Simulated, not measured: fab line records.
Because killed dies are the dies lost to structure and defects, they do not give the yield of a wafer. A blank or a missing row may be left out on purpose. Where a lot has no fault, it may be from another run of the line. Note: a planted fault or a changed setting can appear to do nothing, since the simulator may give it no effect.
A lot that was struck, set against a sound lot	flow nand-harc	42 steps out of a route of 1302
Sound: wafers L830.4, L830.5, L830.6. Struck: wafer L838.2 (left out: L838.3, a lot-mate that was not struck); the cause follows at the end.
For every step that has rows: the tool of each side, followed by ch and its chambers, followed by its first start. Under that, the readings that differ: sound wafers	struck wafers	difference of the means	sigmas: that difference in standard deviations of wafers without a fault.
alike: readings with means less than 2 such deviations apart, plus words and numbers identical on both sides. not compared: withheld readings, readings lacking a value on some wafer, bounds such as >300 that could conceal the same value, and numbers that have no deviation in the record and whose values overlap.
The two part at a step that has a row with sigmas, a row that says differs or no value, or rows on one side only. Non-overlapping numbers with no deviation appear without sigmas and do not part them. Lack of a reading on every wafer of one side parts them only where that side has two or more wafers.

first, 1 step without rows for these wafers: NHARC_P_STI_HARDBAKE_13 (time 65 s).
NHARC_P_STI_DESCUM_14: chemistry O2, time 3 s.
  sound on rie-diel-06 ch 0,1, day 3 17:32; struck on rie-diel-11 ch 2, day 7 00:30
reading	sound	struck	difference	sigmas
drypump-motor-current-A (A)	5.3 5.3 5.6	6.6	+1.2	+2
oes-product-au (a.u.)	0.999 1.006 0.997	1.014	+0.013	+2
throttle-valve-pct (%)	11.329 11.315 11.314	11.299	-0.020	-3
  alike: rf-vpp-V, showerhead-plenum-p-Torr
  not compared: rf-hours-counter-h
NHARC_P_STI_ETCH_42: etches the open film in N2/H2, target depth 80 nm, overetch 24 nm, time 61 s.
  sound on rie-diel-06 ch 0,1, day 3 17:38; struck on rie-diel-11 ch 2, day 7 00:35
reading	sound	struck	difference	sigmas
drypump-motor-current-A (A)	5.3 5.7 5.3	6.5	+1.1	+2
  alike: n2-flow-sccm, oes-product-au, rf-vpp-V, showerhead-plenum-p-Torr, throttle-valve-pct
  not compared: rf-hours-counter-h
then, 1 step without rows for these wafers: NHARC_P_STI_ETCH_31 (etches the open film in CF4/CHF3, target depth 108.9 nm, time 54.5 s).
NHARC_P_STI_ETCH_15: etches the open film in HBr/Cl2, target depth 300 nm, time 100.1 s.
  sound on rie-si-05 ch 0,1,2, day 3 17:52; struck on rie-si-02 ch 2, day 7 00:47
  alike: drypump-motor-current-A, hbr-flow-sccm, he-backside-leak-sccm, mfc-cl2-sccm, oes-product-au, throttle-valve-pct
  not compared: rf-hours-counter-h
NHARC_P_STI_CD_MEAS_16:
  sound on cd-sem-02 at day 3 17:59; struck on cd-sem-02 at day 7 00:56
  alike: cd-nm
NHARC_P_STI_OCD_MEAS_17:
  sound on ocd-02 at day 3 18:04; struck on ocd-01 at day 7 01:02
  alike: trench-depth-nm, trench-foot-cd-nm
then, 3 steps without rows for these wafers: NHARC_P_STI_STRIP_19 (strips in SPM, time 900 s); NHARC_P_STI_PRECLEAN_32 (cleans in SC1); NHARC_P_STI_SRD_23.
NHARC_P_STI_OCD_MEAS_43:
  sound on ocd-02 at day 3 18:35; struck on ocd-02 at day 7 01:32
  alike: trench-depth-nm, trench-foot-cd-nm
then, 1 step without rows for these wafers: NHARC_P_STI_OXIDE_33 (material SiO2, target thk 10 nm, ox time 281 s).
NHARC_P_STI_HDPCVD_20: deposits SiO2.
  sound on hdpcvd-01 ch 0,1, day 4 02:44; struck on hdpcvd-01 ch 0,1, day 7 09:36
then, 1 step without rows for these wafers: NHARC_P_STI_ANNEAL_34 (time 1800 s).
NHARC_P_STI_CMP_21: polishes, t overpolish 20 s, target thk 380.67 nm.
  sound on cmp-03 ch 1,2,3, day 4 11:28; struck on cmp-02 ch 0, day 7 18:42
  alike: motor-current-A, overpolish-run-s
then, 7 steps without rows for these wafers: NHARC_P_STI_SRD_35; NHARC_P_STI_ETCH_36 (etches SiO2 in dHF, target depth 38.8 nm); NHARC_P_STI_STRIP_24 (strips Si3N4 in H3PO4); NHARC_P_STI_ETCH_37 (etches SiO2 in dHF, target depth 11 nm); NHARC_P_STI_PRECLEAN_38 (cleans in SC1); NHARC_P_STI_SRD_39; NHARC_P_STI_OXIDE_40 (material SiO2, target thk 10 nm, ox time 1362 s).
NHARC_P_STI_INSPECT_25:
  sound on defect-inspect-02 at day 4 19:52; struck on defect-inspect-01 at day 8 02:24
  alike: raw-defect-count
then, 12 steps without rows for these wafers: NHARC_P_GATE_ETCH_69 (etches SiO2 in dHF, target depth 14 nm); NHARC_P_GATE_PRECLEAN_70 (cleans in SC1); NHARC_P_GATE_SRD_01; NHARC_P_GATE_OXIDE_02 (material SiO2, target thk 37.5 nm, ox time 365 s); NHARC_P_GATE_DEHYDRATE_03 (time 120 s); NHARC_P_GATE_HMDS_04 (time 30 s); NHARC_P_GATE_COAT_05; NHARC_P_GATE_SOFTBAKE_06 (time 95 s); NHARC_P_GATE_EBR_07; NHARC_P_GATE_EXPOSE_08 (exposes mask P HV); NHARC_P_GATE_PEB_09 (peb time 85 s); NHARC_P_GATE_DEVELOP_10 (time 70 s).
NHARC_P_GATE_CD_MEAS_11 targets a cd of 1640 nm.
  the record has rows for the sound wafers here (cd-sem-01 ch 0, day 5 05:02) and none for the struck ones
then, 1 step without rows for these wafers: NHARC_P_GATE_HARDBAKE_12 (time 80 s).
NHARC_P_GATE_DESCUM_13: chemistry O2, time 3 s.
  the record has rows for the sound wafers here (rie-diel-05 ch 0,1, day 5 05:11) and none for the struck ones
then, 3 steps without rows for these wafers: NHARC_P_GATE_ETCH_14 (etches SiO2 in dHF, target depth 48.8 nm); NHARC_P_GATE_STRIP_15 (strips in SPM, time 780 s); NHARC_P_GATE_PRECLEAN_71 (cleans in SC1).
-- break in the record here, with 21 days between the starts of the struck wafers on either side (left off in module P_GATE, picked up again in module END, where the first step shown is number 1302 on the route) --
NHARC_END_SORT_01:
  at this point the record logs the struck wafers (prober-02 ch 0, day 28 21:24) and has no rows for the sound ones

WHERE THEY PART
Earliest at NHARC_P_STI_DESCUM_14; latest, in this record, at NHARC_END_SORT_01.

WHY: whatever the simulator had introduced
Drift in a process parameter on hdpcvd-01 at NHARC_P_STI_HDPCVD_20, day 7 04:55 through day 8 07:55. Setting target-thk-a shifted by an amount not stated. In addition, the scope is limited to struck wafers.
